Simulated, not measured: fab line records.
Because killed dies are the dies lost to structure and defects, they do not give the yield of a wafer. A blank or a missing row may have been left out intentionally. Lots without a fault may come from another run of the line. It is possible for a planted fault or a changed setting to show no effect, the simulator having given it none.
Which tool was responsible? -- flow n5_finfet -- 14 lots, 41 wafers sampled, at 9 steps of a route of 1938

WHAT EACH GAUGE READ, for each wafer
N5_BEOL_M0_SAQP_CD_MEAS_25: the cd target is 13.1 nm.
lot,measured,on,cd_nm (nm)
L174,day 5 17:17,cd_sem-03,12.88 12.93 12.54
L175,day 5 21:49,cd_sem-01,12.80 12.78 12.83
L176,day 5 22:07,cd_sem-01,12.86 12.91 12.64
L180,day 7 03:10,cd_sem-02,- - -
L185,day 8 08:20,cd_sem-02,- - -
L186,day 8 20:43,cd_sem-02,12.75 12.99 12.41
L187,day 9 07:19,cd_sem-03,12.49 12.57 12.72
L189,day 9 15:38,cd_sem-03,12.43 12.70 12.49
L190,day 9 20:59,cd_sem-02,12.91 13.08 12.79
L192,day 10 08:02,cd_sem-02,12.99 12.63
L194,day 10 14:02,cd_sem-03,12.90 12.89 12.58
L195,day 10 19:19,cd_sem-03,13.02 12.90 13.15
L196,day 11 06:18,cd_sem-02,12.55 12.44 12.96
L197,day 11 10:34,cd_sem-02,13.22 12.72 12.82

N5_BEOL_M0_SAQP_CD_MEAS_29: the cd target is 14.4 nm.
lot,measured,on,cd_nm (nm)
L174,day 5 19:16,cd_sem-03,14.75 14.51 14.87
L175,day 5 23:41,cd_sem-03,14.84 14.74 14.77
L176,day 6 00:13,cd_sem-03,15.01 15.05 14.92
L180,day 7 05:04,cd_sem-01,- - -
L185,day 8 11:19,cd_sem-03,- - -
L186,day 8 23:31,cd_sem-02,15.29 14.91 14.82
L187,day 9 09:05,cd_sem-03,15.16 15.42 14.82
L189,day 9 17:23,cd_sem-02,14.97 15.18 14.59
L190,day 9 22:44,cd_sem-01,15.09 15.27 15.18
L192,day 10 09:47,cd_sem-03,15.05 15.16
L194,day 10 15:52,cd_sem-01,15.07 15.15 15.25
L195,day 10 21:13,cd_sem-03,15.09 14.87 14.71
L196,day 11 08:04,cd_sem-02,14.90 15.06 14.93
L197,day 11 12:22,cd_sem-01,15.03 15.15 15.03

N5_BEOL_M4_RC_MEAS_101.
lot,measured,on,DIBL_N (mV/V),DIBL_P (mV/V),IOFF_N (nA/um),IOFF_P (nA/um),ION_N (uA/um),ION_P (uA/um),SS_N (mV/dec),SS_P (mV/dec),VT_N (mV),VT_P (mV)
L174,day 8 06:25,prober-01,33.8 35.8 36.9,33.2 36.5 37.2,0.12 0.14 0.15,0.18 0.22 0.24,676 670 669,466 468 466,70.3 71.2 71.5,72.8 73.4 73.8,255 252 253,-252 -247 -248
L175,day 8 06:00,prober-02,39.4 36.0 39.1,40.9 36.5 40.4,0.23 0.15 0.22,0.26 0.19 0.26,693 689 707,469 470 475,72.7 71.2 72.4,73.6 72.8 74.9,245 248 247,-249 -252 -249
L176,day 8 08:31,prober-01,32.3 37.0 35.8,33.3 38.7 37.5,0.11 0.19 0.16,0.18 0.27 0.25,672 694 688,481 481 484,71.6 71.2 71.5,72.3 73.3 73.6,254 247 249,-248 -245 -247
L186,day 11 06:01,prober-01,36.2 38.2 35.7,35.9 37.9 34.8,0.16 0.21 0.16,0.22 0.26 0.21,670 703 683,471 478 461,71.7 71.6 71.2,73.3 73.4 72.6,251 245 249,-246 -245 -251
L187,day 11 12:25,prober-01,36.8 37.1 34.5,38.0 37.9 34.3,0.18 0.18 0.13,0.25 0.26 0.20,691 684 663,474 473 459,71.4 71.4 70.8,74.8 73.8 73.7,247 249 249,-247 -247 -251
L189,day 11 23:55,prober-01,35.3 39.3 34.5,35.0 39.7 34.1,0.14 0.23 0.14,0.22 0.30 0.21,673 675 684,471 467 477,71.3 72.1 70.8,72.7 73.5 72.3,249 247 248,-248 -242 -248
L190,day 12 12:00,prober-02,33.3 38.0 34.9,33.1 38.7 33.5,0.13 0.20 0.13,0.18 0.27 0.17,667 680 664,452 462 451,70.4 72.8 72.6,72.3 73.7 73.3,250 247 253,-254 -248 -250
L192,day 12 20:33,prober-02,40.0 42.3,41.2 42.9,0.21 0.26,0.27 0.31,683 692,461 468,72.2 73.1,74.7 75.0,249 243,-249 -245
L194,day 12 23:37,prober-02,36.1 34.5 33.7,38.5 35.5 33.6,0.17 0.14 0.12,0.24 0.20 0.17,673 666 662,474 462 456,71.7 72.0 71.0,74.1 73.4 72.7,250 250 252,-250 -251 -255
L195,day 13 18:46,prober-01,37.0 32.3 34.5,37.2 31.4 34.8,0.18 0.10 0.14,0.24 0.15 0.21,672 652 665,458 457 458,72.1 70.9 71.1,73.5 71.8 72.5,248 258 252,-250 -254 -249
L196,day 13 23:06,prober-01,36.3 39.6 36.0,35.1 39.1 34.1,0.13 0.19 0.12,0.21 0.27 0.19,647 680 656,451 464 458,71.1 72.3 71.3,72.2 73.1 72.6,254 246 256,-247 -248 -253
L197,day 13 18:54,prober-02,37.6 35.1 38.3,36.7 33.4 38.3,0.17 0.13 0.19,0.24 0.19 0.27,673 661 701,467 461 481,71.1 70.7 71.2,74.5 72.1 73.5,249 252 247,-247 -249 -243

EACH LOT AND THE TOOL THAT RAN IT (in order: tool; ch and the chambers of the sampled wafers; start)
lot,N5_BEOL_M0_SAQP_PECVD_96,N5_BEOL_M0_SAQP_ETCH_84,N5_BEOL_M0_SAQP_HM_OPEN_112,N5_BEOL_M0_SAQP_MANDREL_ETCH_20,N5_BEOL_M0_SAQP_ETCH_102,N5_BEOL_M0_SAQP_RECESS_104
L174,"pecvd-02 ch 0,2, day 5 14:44","rie_diel-06 ch 1,2,3, day 5 15:48","rie_diel-06 ch 1,2,3, day 5 15:54","rie_si-02 ch 2,3, day 5 15:59","rie_si-02 ch 1,3, day 5 17:30","vapor_etch-01 ch 0,1, day 5 17:37"
L175,"pecvd-03 ch 0,2, day 5 18:10","rie_diel-03 ch 0,1,3, day 5 19:05","rie_diel-03 ch 0,1,3, day 5 19:12","rie_si-02 ch 2,3, day 5 19:17","rie_si-02 ch 1,2, day 5 21:58","vapor_etch-02 ch 0,1, day 5 22:05"
L176,"pecvd-02 ch 0,1, day 5 19:33","rie_diel-03 ch 0,1, day 5 20:34","rie_diel-03 ch 0,1, day 5 20:41","rie_si-02 ch 0,1,3, day 5 20:46","rie_si-04 ch 0,2,3, day 5 22:16","vapor_etch-02 ch 0,1, day 5 22:34"
L180,"pecvd-01 ch 0,1,2, day 7 00:47","rie_diel-06 ch 0,2, day 7 01:38","rie_diel-06 ch 0,2, day 7 01:44","rie_si-04 ch 0,1,3, day 7 01:50","rie_si-05 ch 0,3, day 7 03:19","vapor_etch-02 ch 0,1, day 7 03:32"
L185,"pecvd-03 ch 1,2, day 8 05:45","rie_diel-06 ch 1,2, day 8 06:35","rie_diel-06 ch 1,2, day 8 06:41","rie_si-05 ch 0,3, day 8 06:47","rie_si-04 ch 1,2,3, day 8 08:28","vapor_etch-02 ch 0,1, day 8 08:35"
L186,"pecvd-01 ch 0,1,2, day 8 17:38","rie_diel-03 ch 0,2, day 8 18:44","rie_diel-03 ch 0,2, day 8 18:50","rie_si-04 ch 2,3, day 8 18:55","rie_si-02 ch 1,2, day 8 20:51","vapor_etch-01 ch 0,1, day 8 20:58"
L187,"pecvd-02 ch 0,2, day 9 04:44","rie_diel-02 ch 1,2,3, day 9 05:26","rie_diel-02 ch 1,2,3, day 9 05:33","rie_si-04 ch 0,1,3, day 9 05:38","rie_si-02 ch 0,1,2, day 9 07:28","vapor_etch-02 ch 0,1, day 9 07:35"
L189,"pecvd-02 ch 0,1, day 9 12:34","rie_diel-02 ch 0,1,3, day 9 13:29","rie_diel-02 ch 0,1,3, day 9 13:35","rie_si-05 ch 0,2,3, day 9 13:40","rie_si-04 ch 0,1,2, day 9 15:46","vapor_etch-01 ch 0,1, day 9 15:53"
L190,"pecvd-01 ch 0,2, day 9 18:35","rie_diel-02 ch 2,3, day 9 19:19","rie_diel-02 ch 2,3, day 9 19:25","rie_si-04 ch 0,2,3, day 9 19:30","rie_si-02 ch 0,3, day 9 21:07","vapor_etch-02 ch 0,1, day 9 21:14"
L192,"pecvd-02 ch 0,1, day 10 05:05","rie_diel-03 ch 1,3, day 10 06:27","rie_diel-03 ch 1,3, day 10 06:34","rie_si-05 ch 0, day 10 06:39","rie_si-02 ch 0,3, day 10 08:11","vapor_etch-02 ch 0,1, day 10 08:17"
L194,"pecvd-01 ch 0,1,2, day 10 11:51","rie_diel-02 ch 0,1,3, day 10 12:34","rie_diel-02 ch 0,1,3, day 10 12:40","rie_si-02 ch 0,2,3, day 10 12:46","rie_si-02 ch 0,1, day 10 14:16","vapor_etch-01 ch 0,1, day 10 14:22"
L195,"pecvd-02 ch 0,1,2, day 10 16:25","rie_diel-03 ch 0,1,3, day 10 17:08","rie_diel-03 ch 0,1,3, day 10 17:14","rie_si-04 ch 2,3, day 10 17:19","rie_si-02 ch 0,2,3, day 10 19:28","vapor_etch-02 ch 0,1, day 10 19:35"
L196,"pecvd-03 ch 0,2, day 11 03:43","rie_diel-02 ch 0,1,3, day 11 04:34","rie_diel-02 ch 0,1,3, day 11 04:40","rie_si-04 ch 0,1,3, day 11 04:45","rie_si-02 ch 0,2, day 11 06:26","vapor_etch-02 ch 0,1, day 11 06:33"
L197,"pecvd-03 ch 1,2, day 11 08:16","rie_diel-06 ch 1,2, day 11 09:06","rie_diel-06 ch 1,2, day 11 09:12","rie_si-02 ch 0,1,3, day 11 09:17","rie_si-02 ch 0,1, day 11 10:43","vapor_etch-02 ch 0,1, day 11 10:57"
- N5_BEOL_M0_SAQP_PECVD_96: deposits a-Si from SiH4/He, target thk 45 nm, time 45.2 s.
- N5_BEOL_M0_SAQP_ETCH_84: etches SOC in N2/H2, target depth 100 nm, overetch 20 nm, time 150 s.
- N5_BEOL_M0_SAQP_HM_OPEN_112: chemistry CHF3/O2, target SiO2, stops on a-Si, target depth 12 nm, time 13.5 s.
- N5_BEOL_M0_SAQP_MANDREL_ETCH_20: etches a-Si in HBr/Cl2, stops on SiNx, target depth 60 nm, bt time 10 s, time 30 s.
- N5_BEOL_M0_SAQP_ETCH_102: etches SiO2 in CF4, target depth 4 nm, time 4.4 s.
- N5_BEOL_M0_SAQP_RECESS_104: chemistry HF/NH3, target SiO2, target depth 18 nm, afs cycles 3, sublimation time 60 s.

AS READ BY THE TOOLS THEMSELVES (means over the sampled wafers that have a number; for cases with no such wafer, the mark the record gives instead)
N5_BEOL_M0_SAQP_PECVD_96.
lot,tool,heater_power_w (W),showerhead_plenum_p_Torr (Torr),susceptor_temp_C (C),throttle_valve_pct (%)
L174,pecvd-02,668,5.65,349.84,17.9
L175,pecvd-03,617,5.65,350.00,19.2
L176,pecvd-02,706,5.68,350.01,17.6
L180,pecvd-01,562,5.68,349.88,17.6
L185,pecvd-03,583,5.70,350.02,17.5
L186,pecvd-01,570,5.67,349.98,17.5
L187,pecvd-02,622,5.63,350.14,18.8
L189,pecvd-02,643,5.69,349.87,18.7
L190,pecvd-01,525,5.66,350.04,17.7
L192,pecvd-02,681,5.69,350.04,18.2
L194,pecvd-01,577,5.68,350.18,17.7
L195,pecvd-02,623,5.65,349.96,17.8
L196,pecvd-03,660,5.65,350.04,19.4
L197,pecvd-03,610,5.72,350.01,18.1

N5_BEOL_M0_SAQP_ETCH_84.
lot,tool,drypump_motor_current_A (A),oes_product_au (a.u.),rf_vpp_V (V),showerhead_plenum_p_Torr (Torr),throttle_valve_pct (%)
L174,rie_diel-06,5.4,0.71,525.0,2.59,17.87
L175,rie_diel-03,5.9,0.65,523.8,2.51,17.90
L176,rie_diel-03,6.0,0.64,521.7,2.47,17.87
L180,rie_diel-06,5.8,0.62,524.5,2.58,18.04
L185,rie_diel-06,5.4,0.62,523.6,2.54,18.03
L186,rie_diel-03,6.3,0.86,523.0,2.53,17.39
L187,rie_diel-02,6.0,0.78,523.7,2.52,17.73
L189,rie_diel-02,6.0,0.70,525.6,2.54,17.53
L190,rie_diel-02,5.9,0.82,522.6,2.51,17.91
L192,rie_diel-03,5.7,0.64,522.4,2.50,17.98
L194,rie_diel-02,6.1,0.69,523.3,2.54,17.54
L195,rie_diel-03,5.9,0.70,522.7,2.50,17.80
L196,rie_diel-02,6.0,0.68,524.3,2.54,17.56
L197,rie_diel-06,5.4,0.71,523.8,2.53,18.10

N5_BEOL_M0_SAQP_HM_OPEN_112.
lot,tool,CHF3_flow_sccm (sccm),drypump_motor_current_A (A),oes_ar_750_au (a.u.),oes_product_au (a.u.),rf_vpp_V (V),showerhead_plenum_p_Torr (Torr),throttle_valve_pct (%)
L174,rie_diel-06,49.91,5.4,0.78,0.52,539,2.44,18.84
L175,rie_diel-03,50.07,5.8,0.71,0.47,529,2.39,18.95
L176,rie_diel-03,50.00,6.0,0.70,0.46,533,2.35,18.84
L180,rie_diel-06,49.84,5.8,0.81,0.30,526,2.43,18.99
L185,rie_diel-06,49.93,5.4,0.80,0.32,541,2.38,18.86
L186,rie_diel-03,50.28,6.3,0.95,0.64,542,2.39,18.38
L187,rie_diel-02,49.82,6.0,0.87,0.57,536,2.38,18.64
L189,rie_diel-02,49.80,6.0,0.77,0.50,530,2.42,18.62
L190,rie_diel-02,49.87,5.8,0.91,0.60,526,2.36,18.71
L192,rie_diel-03,49.89,5.7,0.69,0.46,521,2.39,19.13
L194,rie_diel-02,50.02,6.0,0.77,0.50,529,2.42,18.63
L195,rie_diel-03,50.10,5.9,0.77,0.50,529,2.38,18.85
L196,rie_diel-02,49.88,6.1,0.76,0.50,529,2.42,18.65
L197,rie_diel-06,50.11,5.4,0.78,0.52,541,2.37,18.95

N5_BEOL_M0_SAQP_MANDREL_ETCH_20.
lot,tool,HBr_flow_sccm (sccm),drypump_motor_current_A (A),he_backside_leak_sccm (sccm),oes_product_au (a.u.),throttle_valve_pct (%)
L174,rie_si-02,150.2,5.7,2.79,0.779,35.1
L175,rie_si-02,149.9,5.7,2.84,0.767,35.1
L176,rie_si-02,150.4,5.5,2.36,0.775,35.6
L180,rie_si-04,150.0,5.9,2.71,0.333,36.4
L185,rie_si-05,149.9,5.9,2.69,0.322,36.5
L186,rie_si-04,150.0,6.0,2.86,0.772,35.3
L187,rie_si-04,149.9,6.0,2.71,0.792,35.5
L189,rie_si-05,150.4,5.6,2.56,0.765,35.5
L190,rie_si-04,150.2,5.8,2.78,0.777,35.3
L192,rie_si-05,150.3,6.0,2.83,0.781,35.3
L194,rie_si-02,149.7,5.5,2.57,0.772,35.4
L195,rie_si-04,150.1,5.9,2.64,0.776,35.5
L196,rie_si-04,150.0,6.0,2.67,0.785,35.5
L197,rie_si-02,149.8,5.5,2.37,0.776,35.5

N5_BEOL_M0_SAQP_ETCH_102.
lot,tool,drypump_motor_current_A (A),he_backside_leak_sccm (sccm),oes_product_au (a.u.),throttle_valve_pct (%)
L174,rie_si-02,5.6,2.50,1.011,21.9
L175,rie_si-02,5.8,2.87,0.975,21.8
L176,rie_si-04,5.8,3.02,1.009,21.8
L180,rie_si-05,5.9,2.72,1.004,22.0
L185,rie_si-04,6.1,2.69,0.997,21.9
L186,rie_si-02,5.7,2.67,0.987,21.9
L187,rie_si-02,5.7,2.74,1.007,22.1
L189,rie_si-04,6.0,2.75,1.017,21.8
L190,rie_si-02,5.4,2.36,1.036,22.2
L192,rie_si-02,5.3,2.37,1.024,22.1
L194,rie_si-02,5.6,2.55,1.013,22.2
L195,rie_si-02,5.5,2.49,1.014,21.9
L196,rie_si-02,5.6,2.57,1.015,22.2
L197,rie_si-02,5.6,2.43,1.008,22.2

N5_BEOL_M0_SAQP_RECESS_104.
lot,tool,drypump_motor_current_A (A),foreline_p_Torr (Torr)
L174,vapor_etch-01,5.7,0.1280
L175,vapor_etch-02,5.9,0.1275
L176,vapor_etch-02,6.0,0.1283
L180,vapor_etch-02,5.9,0.1281
L185,vapor_etch-02,6.0,0.1276
L186,vapor_etch-01,5.8,0.1281
L187,vapor_etch-02,5.9,0.1280
L189,vapor_etch-01,6.0,0.1277
L190,vapor_etch-02,5.9,0.1277
L192,vapor_etch-02,5.9,0.1275
L194,vapor_etch-01,6.0,0.1284
L195,vapor_etch-02,5.9,0.1274
L196,vapor_etch-02,5.9,0.1273
L197,vapor_etch-02,5.9,0.1289

THE ANSWER, worked out from the rows above alone
Rule: usual is defined by the lots themselves. Put in order of their means at a reading, lots are off if they are a third of the lots or fewer, leave a main group of 4 or more, and stand apart from it by a gap of 3 or more times the standard deviation of the main group's means; of several such gaps the widest counts. A main group is skipped when, at the precision printed for the reading in the tables above, its means are all equal. A lot without any number at a reading at which 4 lots or more have one is off too. The other lots that the step has rows for count as sound. Order of review: gauges by route order, followed by the tools' own readings, for which a lot's mean as printed above is used. At the first step where some lot is off, the reading lying furthest off is the one used; lots without a number count as furthest.
Off at N5_BEOL_M0_SAQP_CD_MEAS_25 (cd_nm): L180, L185. Without a number there: L180, L185. Mean 12.78 nm and standard deviation 0.13 in the main group.
A tool fits if, at a process step before that reading, it ran every lot that is off, and no sound lot after the first of them. Not tried: the gauges at N5_BEOL_M0_SAQP_CD_MEAS_25; whatever is off there is also off at N5_BEOL_M0_SAQP_CD_MEAS_29, on other tools, and gauge error can't account for it. No candidate that was tried fits.

WHAT HAD BEEN PUT IN BY THE SIMULATOR
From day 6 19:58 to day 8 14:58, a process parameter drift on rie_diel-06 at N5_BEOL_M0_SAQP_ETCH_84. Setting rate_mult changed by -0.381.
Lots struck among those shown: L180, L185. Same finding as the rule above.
